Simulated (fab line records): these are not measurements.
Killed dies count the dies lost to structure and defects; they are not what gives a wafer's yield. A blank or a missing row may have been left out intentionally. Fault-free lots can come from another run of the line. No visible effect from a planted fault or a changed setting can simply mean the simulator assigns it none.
fab line records	flow nand_harc
[record] lots = 13	wafers = 39	last_day = 33
route steps=1302 shown A_M1@1193 HYBRID_BOND@1242 THIN_TSV@1275 END@1302
lots untouched by any fault: they come from a run of this same line in which no faults occurred
start_h: the number of hours between the record's first day and the start of the first shown wafer of the lot	wait_h: hours since the lot's step before	" the same as in the row above	L1.1+2: several wafers, shown together as one row	- no value, or no start given	* or withheld: withheld	< > ~ a bound
route shown NAME@n: a module of which the file shows steps, and the number in the route of the first	usual: mean/standard deviation taken from wafers without a fault	same: alike in all rows	chamber/n: place in a boat	sites: per-site readings	_std_site: standard deviation across them	_edge_site: outer sites' mean less inner sites'	radius_mm: how far each site lies from the wafer's centre	mask NAME#n: copy n	behind: the tool/chamber that last shaped the wafer	hold: what put the lot on hold/how long, in hours/how the hold closed	device: whichever transistor did not switch (one of n, p or np)	end of line: the same wafers' tests at the end of the route	step lacking rows: just its recipe	killed: count of dies lost to structure and defects at first sort (not the wafer's yield)	map: shows each die of a wafer: x if killed, . if not, _ if none is there
set.NAME: the run value of the setting; set.NAME@STEP: its run value at that earlier step	model.NAME: the simulator's own value behind a step, which no gauge read
steps of the route over a sample of lots; a table a step, a row a wafer
services: the hour from which a tool's chamber was out of use, counted from the record's first day as start_h (under 0 if before that day), plus the number of hours and why
[[steps]]
[step NHARC_A_M1_ECD_22]
[recipe] target_thk_a = 4000	bath_temp_c = 25	material = Cu
lot.wafer	tool	chamber	start_h	wait_h
L280.1+2+5	ecd_cu-02	0,1,0	538.81	-
L279.1+4+6	ecd_cu-02	0,1,1	541.62	-
L281.2+1+3	ecd_cu-01	1,0,1	559.20	-
L283.2+5+6	ecd_cu-02	0,1,0	576.34	-
L282.1+2+5	ecd_cu-01	0,1,0	585.11	-
L284.1+6+5	ecd_cu-01	1,1,0	589.85	-
L286.2+3+6	ecd_cu-01	1	591.34	-
L285.4+3+6	ecd_cu-01	1,0,1	594.49	-
L287.1+2+6	ecd_cu-01	1,0,0	600.56	-
L288.2+1+6	ecd_cu-01	0,1,0	615.51	-
L297.2+1+5	ecd_cu-01	1,0,0	723.90	-
L299.1+2+5	ecd_cu-02	0,1,1	731.43	-
L302.1+3+6	ecd_cu-01	1,0,0	743.58	-
[step NHARC_HYBRID_BOND_OVL_MEAS_05]
[usual] overlay_x_nm = 1/33	overlay_y_nm = -4/36
lot.wafer	tool	chamber	start_h	wait_h	overlay_x_nm	overlay_y_nm
L280.1	overlay-01	-	550.79	0.4	-4	31
L280.2	"	-	"	"	68	20
L280.5	"	-	"	"	-31	-36
L279.1	overlay-01	-	556.79	0.4	-4	40
L279.4	"	-	"	"	-31	-6
L279.6	"	-	"	"	19	-23
L281.1	overlay-02	-	574.44	0.4	-52	-17
L281.2	"	-	"	"	29	-36
L281.3	"	-	"	"	54	-32
L283.2	overlay-01	-	591.69	0.4	-18	6
L283.5	"	-	"	"	6	19
L283.6	"	-	"	"	3	11
L282.1	overlay-01	-	601.56	0.4	-36	-34
L282.2	"	-	"	"	5	9
L282.5	"	-	"	"	-9	6
L284.1	overlay-01	-	606.33	0.4	13	29
L284.5	"	-	"	"	53	52
L284.6	"	-	"	"	10	-51
L286.2	overlay-02	-	606.33	0.4	-56	37
L286.3	"	-	"	"	18	-29
L286.6	"	-	"	"	-33	35
L285.3	overlay-02	-	611.84	0.4	49	-77
L285.4	"	-	"	"	6	32
L285.6	"	-	"	"	42	-20
L287.1	overlay-01	-	619.05	0.4	-21	9
L287.2	"	-	"	"	-15	-51
L287.6	"	-	"	"	0	11
L288.1	overlay-02	-	633.90	0.4	-66	-37
L288.2	"	-	"	"	59	-3
L288.6	"	-	"	"	-15	4
L297.1	overlay-01	-	739.23	0.4	17	-37
L297.2	"	-	"	"	-19	-33
L297.5	"	-	"	"	-27	-15
L299.1	overlay-02	-	753.04	0.4	10	46
L299.2	"	-	"	"	-1	46
L299.5	"	-	"	"	-22	-64
L302.1	overlay-02	-	759.02	0.4	-4	-65
L302.3	"	-	"	"	26	2
L302.6	"	-	"	"	2	-1
[step NHARC_THIN_TSV_ANNEAL_52]
[recipe] temp_c = 225	time_s = 90
[usual] wafer_temp_C_max = 226.15/0.29
lot.wafer	tool	chamber	start_h	wait_h	wafer_temp_C_max
L280.1	rtp_anneal-01	0	557.86	0.6	225.63
L280.2	"	0	"	"	225.87
L280.5	"	0	"	"	225.94
L279.1	rtp_anneal-02	0	563.60	0.6	226.66
L279.4	"	0	"	"	226.26
L279.6	"	0	"	"	226.34
L281.1	rtp_anneal-02	0	581.00	0.6	225.99
L281.2	"	0	"	"	226.12
L281.3	"	0	"	"	226.72
L283.2	rtp_anneal-02	0	598.66	0.7	226.34
L283.5	"	0	"	"	226.70
L283.6	"	0	"	"	226.54
L282.1	rtp_anneal-02	0	608.19	0.5	226.59
L282.2	"	0	"	"	226.46
L282.5	"	0	"	"	226.42
L284.1	rtp_anneal-01	0	613.02	0.6	226.05
L284.5	"	0	"	"	226.20
L284.6	"	0	"	"	225.81
L286.2	rtp_anneal-01	0	614.44	0.6	226.03
L286.3	"	0	"	"	226.61
L286.6	"	0	"	"	226.12
L285.3	rtp_anneal-02	0	619.21	0.5	226.60
L285.4	"	0	"	"	225.94
L285.6	"	0	"	"	226.44
L287.1	rtp_anneal-01	0	625.64	0.5	226.15
L287.2	"	0	"	"	226.00
L287.6	"	0	"	"	226.00
L288.1	rtp_anneal-01	0	640.49	0.5	226.39
L288.2	"	0	"	"	225.67
L288.6	"	0	"	"	225.55
L297.1	rtp_anneal-01	0	751.33	0.6	225.88
L297.2	"	0	"	"	225.84
L297.5	"	0	"	"	225.81
L299.1	rtp_anneal-02	0	760.23	0.6	226.40
L299.2	"	0	"	"	226.33
L299.5	"	0	"	"	226.41
L302.1	rtp_anneal-02	0	767.58	0.6	225.90
L302.3	"	0	"	"	226.33
L302.6	"	0	"	"	226.48
[step NHARC_THIN_TSV_ETCH_36]
[recipe] target_depth_a = 650	over_etch_frac = 0.3	time_s = 18.571	ion_energy_ev = 150	chemistry = Cl2/BCl3
[usual] drypump_motor_current_A = 5.7/0.37	oes_product_au = 1.001/0.011
lot.wafer	tool	chamber	start_h	wait_h	drypump_motor_current_A	oes_product_au	rf_hours_counter_h
L280.2	rie_metal-03	1	560.35	0.2	5.5	0.999	0.7
L280.1	"	0	"	"	6.1	1.017	0.7
L280.5	"	0	"	"	6.0	1.013	-
L279.1	rie_metal-02	0	566.09	0.2	5.9	1.008	2.0
L279.4	"	0	"	"	5.9	1.001	-
L279.6	"	0	"	"	5.9	1.022	-
L281.1	rie_metal-03	1	583.56	0.2	5.5	0.987	1.1
L281.2	"	0	"	"	6.1	0.992	1.1
L281.3	"	0	"	"	6.1	1.002	-
L283.2	rie_metal-02	1	601.25	0.2	5.2	0.993	2.5
L283.6	"	1	"	"	5.2	0.997	-
L283.5	"	0	"	"	5.8	1.012	-
L282.1	rie_metal-03	0	610.68	0.2	6.1	0.992	1.6
L282.2	"	1	"	"	5.5	1.004	1.6
L282.5	"	1	"	"	5.5	0.999	-
L284.1	rie_metal-01	0	615.51	0.2	5.5	1.011	0.7
L284.6	"	0	"	"	5.6	0.999	-
L284.5	"	1	"	"	6.3	0.987	-
L286.2	rie_metal-02	0	617.20	0.4	5.9	1.023	-
L286.3	"	0	"	"	5.9	1.020	-
L286.6	"	0	"	"	5.9	1.017	-
L285.4	rie_metal-03	0	621.61	0.2	6.1	0.990	-
L285.3	"	1	"	"	5.5	0.991	-
L285.6	"	0	"	"	6.1	1.001	-
L287.2	rie_metal-01	1	628.14	0.2	6.3	1.001	1.0
L287.1	"	0	"	"	5.6	0.989	1.0
L287.6	"	0	"	"	5.6	0.994	-
L288.1	rie_metal-01	0	643.01	0.2	5.6	0.995	1.2
L288.2	"	1	"	"	6.3	0.999	1.2
L288.6	"	0	"	"	5.6	0.994	-
L297.1	rie_metal-02	0	753.88	0.2	5.9	1.020	2.2
L297.2	"	1	"	"	5.2	1.011	2.2
L297.5	"	0	"	"	5.9	1.023	-
L299.1	rie_metal-01	1	763.91	0.2	6.3	0.992	0.2
L299.2	"	0	"	"	5.6	1.008	0.2
L299.5	"	1	"	"	6.3	1.004	-
L302.1	rie_metal-01	1	770.16	0.2	6.3	0.996	0.4
L302.3	"	1	"	"	6.3	0.988	-
L302.6	"	0	"	"	5.5	1.002	-
[step NHARC_END_SORT_01]
[recipe] temp_c = 25
[usual] defect_limited_yield = 92.3/2.7	killed_at_array = 47/18	killed_at_other = 0.9/1.1	killed_at_periphery = 4/3.1	killed_dies = 52/18	killed_open = 3.1/1.5	killed_short = 2.4/1.5	sort_bin_2_pct = 2.7/1.2	sort_bin_3_pct = 0.6/0.38	sort_bin_4_pct = 4.5/1.5	sort_n_pass = 625/18	sort_rim_yield_pct = 89/4.5	sort_yield_pct = 92.3/2.7
[same] gross_dies = 677	sort_bin_5_pct[%] = 0	sort_bin_6_pct[%] = 0	sort_bin_7_pct[%] = 0	sort_bin_8_pct[%] = 0	sort_rim_n_gross = 106.00
lot.wafer	tool	chamber	start_h	wait_h	defect_limited_yield[%]	killed_at_array	killed_at_other	killed_at_periphery	killed_dies	killed_open	killed_short	sort_bin_2_pct[%]	sort_bin_3_pct[%]	sort_bin_4_pct[%]	sort_n_pass	sort_rim_yield_pct[%]	sort_yield_pct[%]
L282.1	prober-01	0	619.24	2.5	87.6	76	2	6	84	4	0	5.2	1.3	5.9	593	89	87.6
L282.2	prober-01	0	620.04	2.8	93.5	43	1	0	44	2	1	3.0	1.2	2.4	633	87	93.5
L282.5	prober-01	0	622.43	3.7	87.6	81	0	3	84	3	6	4.0	1.6	6.8	593	84	87.6
L287.1	prober-01	0	639.61	2.5	90.0	59	1	8	68	4	5	2.4	0.3	7.4	609	85	90.0
L287.2	prober-01	0	640.40	2.8	14.9	571	0	5	576	1	1	40.9	10.8	33.4	101	13	14.9
L287.6	prober-01	0	643.55	3.9	13.1	584	1	3	588	4	4	37.1	9.6	40.2	89	15	13.1
L288.1	prober-02	0	653.18	2.5	94.8	32	1	2	35	2	2	0.4	0.4	4.3	642	91	94.8
L288.2	prober-02	0	653.98	2.8	14.0	578	2	2	582	1	1	38.7	9.9	37.4	95	17	14.0
L288.6	prober-02	0	657.16	4.0	18.2	553	0	1	554	1	0	38.6	6.9	36.3	123	24	18.2
L302.1	prober-02	0	781.94	2.5	90.1	59	4	4	67	4	1	4.4	0.4	5.0	610	84	90.1
L302.3	prober-02	0	783.53	3.1	93.1	43	1	3	47	3	1	3.0	0.3	3.7	630	92	93.1
L302.6	prober-02	0	785.90	4.0	91.3	54	3	2	59	4	2	2.7	0.9	5.2	618	84	91.3
// killed by level:class
L282.1 A_CHANNEL_HOLE_D2:chamber_film_flake=24 A_CHANNEL_HOLE_D1:chamber_film_flake=24 A_SLIT:chamber_film_flake=24 P_GATE:chamber_film_flake=4 THIN_TSV:chamber_film_flake=2 P_GATE:geometric_particle:open=1 P_M1:geometric_particle:open=1 A_SOURCE_PLATE:geometric_particle:open=1
L282.2 A_SLIT:chamber_film_flake=18 A_CHANNEL_HOLE_D2:chamber_film_flake=10 A_CHANNEL_HOLE_D1:chamber_film_flake=6 A_CONTACT:chamber_film_flake=5 A_SOURCE_PLATE:geometric_particle:open=1 A_ONON_D2:geometric_particle:short=1 A_SGD_CUT:geometric_particle:open=1 A_ZERO_WELL:chamber_film_flake=1
L282.5 A_CHANNEL_HOLE_D2:chamber_film_flake=36 A_SLIT:chamber_film_flake=22 A_CHANNEL_HOLE_D1:chamber_film_flake=10 A_CONTACT:chamber_film_flake=4 A_DECK1_JOINT:geometric_particle:short=2 A_M1:geometric_particle:open=2 P_GATE:chamber_film_flake=2 P_GATE:geometric_particle:short=1
L287.1 A_SLIT:chamber_film_flake=19 A_CHANNEL_HOLE_D2:chamber_film_flake=16 P_CONTACT:chamber_film_flake=5 A_CHANNEL_HOLE_D1:chamber_film_flake=4 A_CONTACT:chamber_film_flake=4 A_CHANNEL_FILL_D2:chamber_film_flake=3 P_GATE:chamber_film_flake=2 A_DECK1_JOINT:chamber_film_flake=2
L287.2 A_M1:unspecified=529 A_CHANNEL_HOLE_D2:chamber_film_flake=16 A_SLIT:chamber_film_flake=13 P_CONTACT:chamber_film_flake=3 A_CHANNEL_FILL_D2:chamber_film_flake=3 A_CHANNEL_HOLE_D1:chamber_film_flake=2 A_DECK1_JOINT:chamber_film_flake=2 A_WL_FILL:chamber_film_flake=2
L287.6 A_M1:unspecified=536 A_CHANNEL_HOLE_D2:chamber_film_flake=23 A_SLIT:chamber_film_flake=11 A_ONON_D1:geometric_particle:open=2 P_STI:chamber_film_flake=2 A_CONTACT:chamber_film_flake=2 A_WL_FILL:chamber_film_flake=2 P_M0:geometric_particle:open=1
L288.1 A_CHANNEL_HOLE_D2:chamber_film_flake=15 A_CHANNEL_HOLE_D1:chamber_film_flake=3 A_CONTACT:chamber_film_flake=3 A_BLC:chamber_film_flake=3 P_ZERO_WELL:chamber_film_flake=2 A_STAIRCASE:chamber_film_flake=2 A_CHANNEL_FILL_D1:geometric_particle:short=1 A_CHANNEL_FILL_D2:geometric_particle:short=1
L288.2 A_M1:unspecified=564 A_CHANNEL_HOLE_D2:chamber_film_flake=8 A_BLC:chamber_film_flake=4 THIN_TSV:chamber_film_flake=2 P_CONTACT:geometric_particle:open=1 A_ONON_D2:geometric_particle:short=1 P_ZERO_WELL:chamber_film_flake=1 A_WL_FILL:chamber_film_flake=1
L288.6 A_M1:unspecified=542 A_CHANNEL_HOLE_D2:chamber_film_flake=6 A_CONTACT:chamber_film_flake=2 P_M1:geometric_particle:open=1 A_CHANNEL_HOLE_D1:chamber_film_flake=1 A_SLIT:chamber_film_flake=1 A_BLC:chamber_film_flake=1
L302.1 A_SLIT:chamber_film_flake=24 A_CHANNEL_HOLE_D2:chamber_film_flake=23 A_CONTACT:chamber_film_flake=4 THIN_TSV:chamber_film_flake=4 P_CONTACT:geometric_particle:open=1 P_M0:geometric_particle:open=1 A_CHANNEL_HOLE_D1:geometric_particle:open=1 A_WL_FILL:geometric_particle:short=1
L302.3 A_SLIT:chamber_film_flake=20 A_CHANNEL_HOLE_D2:chamber_film_flake=13 A_CONTACT:chamber_film_flake=3 P_ZERO_WELL:chamber_film_flake=2 A_CHANNEL_FILL_D1:chamber_film_flake=2 A_SOURCE_PLATE:geometric_particle:open=1 A_CHANNEL_FILL_D1:geometric_particle:open=1 A_DECK1_JOINT:geometric_particle:short=1
L302.6 A_SLIT:chamber_film_flake=23 A_CHANNEL_HOLE_D2:chamber_film_flake=18 A_CONTACT:chamber_film_flake=6 THIN_TSV:chamber_film_flake=3 A_ONON_D2:geometric_particle:open=2 A_BONDPAD:chamber_film_flake=2 P_STI:geometric_particle:short=1 A_CHANNEL_HOLE_D1:geometric_particle:short=1
[[services]]
tool	chamber	start_h	hours	kind
ecd_cu-01	-	518.89	2.1	repair
rie_metal-03	-	519.00	9.0	pm
ecd_cu-02	-	557.85	0.4	repair
rie_metal-02	-	563.06	0.1	repair
rie_metal-01	-	575.00	9.0	pm
rie_metal-01	0	575.00	9.0	vent_cycle
rie_metal-01	1	575.00	9.0	vent_cycle
rie_metal-01	0	584.00	-	clean
rie_metal-01	1	584.00	-	clean
ecd_cu-02	-	596.00	8.0	pm
rie_metal-02	1	610.18	20.5	repair
rie_metal-01	-	612.56	0.6	repair
rie_metal-02	-	631.00	9.0	pm
ecd_cu-01	-	656.78	4.6	repair
rie_metal-03	0	687.83	19.4	repair
ecd_cu-01	-	689.96	8.0	pm
rie_metal-03	-	696.00	9.0	pm
rie_metal-01	1	728.49	20.4	repair
rtp_anneal-02	-	744.22	12.0	pm
rie_metal-01	-	752.00	9.0	pm
rie_metal-01	0	752.00	9.0	vent_cycle
rie_metal-01	1	752.00	9.0	vent_cycle
ecd_cu-02	-	760.17	0.9	repair
rie_metal-01	0	761.00	-	clean
[[key]]
[first_sign] step = NHARC_END_SORT_01	reading = killed_at_array	direction = up	sigmas = 30	usual = 47	struck = 572
[effect] step = NHARC_END_SORT_01	reading = killed_dies	direction = up	sigmas = 29	usual = 52	struck = 575
[more_kills_born_at] NHARC_A_M1_ECD_22@ecd_cu-01 = 2171
met_at NHARC_A_M1_ECD_22
struck_lots L287,L288
struck_wafers L287.2,L287.6,L288.2,L288.6
not_acting_at NHARC_HYBRID_BOND_OVL_MEAS_05,NHARC_THIN_TSV_ANNEAL_52,NHARC_THIN_TSV_ETCH_36
onset_between 594.49 600.56
[fault] kind = chamber_particle_source	tool = ecd_cu-01	chamber = 0	onset_h = 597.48	steps = NHARC_A_M1_ECD_22	rate_per_visit_cm2 = 1.9637	end_h = 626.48
